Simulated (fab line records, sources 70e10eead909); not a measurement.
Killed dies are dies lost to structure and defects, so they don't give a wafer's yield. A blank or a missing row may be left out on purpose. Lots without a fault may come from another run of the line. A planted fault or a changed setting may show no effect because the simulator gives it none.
A struck lot beside a sound one | flow nand_harc | 15 steps out of a route of 1159
Sound: wafers L514.1, L514.5, L514.6. Struck: wafer L516.6. (L516.2 of the same lot was not struck and is left out.) The cause comes at the end.
At each step with rows: each side's tool, then ch and its chambers, then its first start. Under that, the readings that differ: sound wafers | struck wafers | difference of the means | sigmas: that difference in standard deviations of wafers without a fault.
alike: readings whose means differ by less than 2 such deviations, and words and numbers that are the same on both sides. not compared: withheld readings, readings that some wafer has no value for, bounds like >300 that may hide the same value, and numbers for which the record gives no deviation and whose values overlap.
The two part at a step that has a row with sigmas, a row that says differs or no value, or rows on one side only. Numbers that don't overlap but have no deviation are shown without sigmas and don't part them. A reading that every wafer of one side lacks parts them only if that side has two wafers or more.

first, 8 steps without rows for these wafers: NHARC_P_CONTACT_COAT_33 (time 75 s); NHARC_P_CONTACT_COAT_34 (time 65 s); NHARC_P_CONTACT_COAT_06 (resist thk 90 nm); NHARC_P_CONTACT_SOFTBAKE_07 (time 55 s); NHARC_P_CONTACT_EBR_08; NHARC_P_CONTACT_EXPOSE_09 (exposes mask P CA, target cd 90 nm); NHARC_P_CONTACT_PEB_10 (peb time 65 s); NHARC_P_CONTACT_DEVELOP_11 (develop time 35 s).
NHARC_P_CONTACT_CD_MEAS_12: target cd 90 nm.
  sound on cd_sem-01 ch 0, day 7 10:13; struck on cd_sem-01 ch 0, day 7 18:11
  alike: cd_nm
NHARC_P_CONTACT_OVL_MEAS_13:
  sound on overlay-01, day 7 10:19; struck on overlay-02, day 7 18:17
  alike: overlay_x_nm, overlay_y_nm
NHARC_P_CONTACT_INSPECT_14:
  sound on defect_inspect-02, day 7 10:21; struck on defect_inspect-01, day 7 18:19
  alike: raw_defect_count
NHARC_P_CONTACT_DESCUM_17: chemistry O2, time 3 s.
  sound on rie_diel-10 ch 0,1,3, day 7 10:26; struck on rie_diel-11 ch 2, day 7 18:23
  alike: drypump_motor_current_A, oes_product_au, rf_vpp_V, showerhead_plenum_p_Torr, throttle_valve_pct
  not compared: rf_hours_counter_h
NHARC_P_CONTACT_ETCH_35: etches the open film in CF4, target depth 39 nm, time 65 s.
  sound on rie_diel-10 ch 2,3, day 7 10:30; struck on rie_diel-11 ch 2, day 7 18:29
  reading               | sound             | struck | difference | sigmas
  oes_product_au (a.u.) | 1.013 1.012 0.996 | 0.830  | -0.177     | -18
  alike: drypump_motor_current_A, rf_vpp_V, showerhead_plenum_p_Torr, throttle_valve_pct
  not compared: rf_hours_counter_h
NHARC_P_CONTACT_ETCH_36: etches the open film in N2/H2, target depth 260 nm, time 406.25 s.
  sound on rie_diel-10 ch 1,2,3; struck on rie_diel-11 ch 1
  reading                     | sound       | struck | difference | sigmas
  drypump_motor_current_A (A) | 5.1 5.7 5.2 | 6.3    | +1.0       | +2
  alike: oes_product_au, rf_vpp_V, showerhead_plenum_p_Torr, throttle_valve_pct
  not compared: rf_hours_counter_h
NHARC_END_SORT_01:
  the record has rows for the sound wafers here (prober-02 ch 0, day 20 14:16) and none for the struck ones

WHERE THEY PART
First at NHARC_P_CONTACT_ETCH_35; last, within this record, at NHARC_END_SORT_01.

WHY: what the simulator had put in
Process parameter drift: rie_diel-11, from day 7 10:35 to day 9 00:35, at NHARC_P_CONTACT_ETCH_35. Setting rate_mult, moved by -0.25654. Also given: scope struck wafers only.
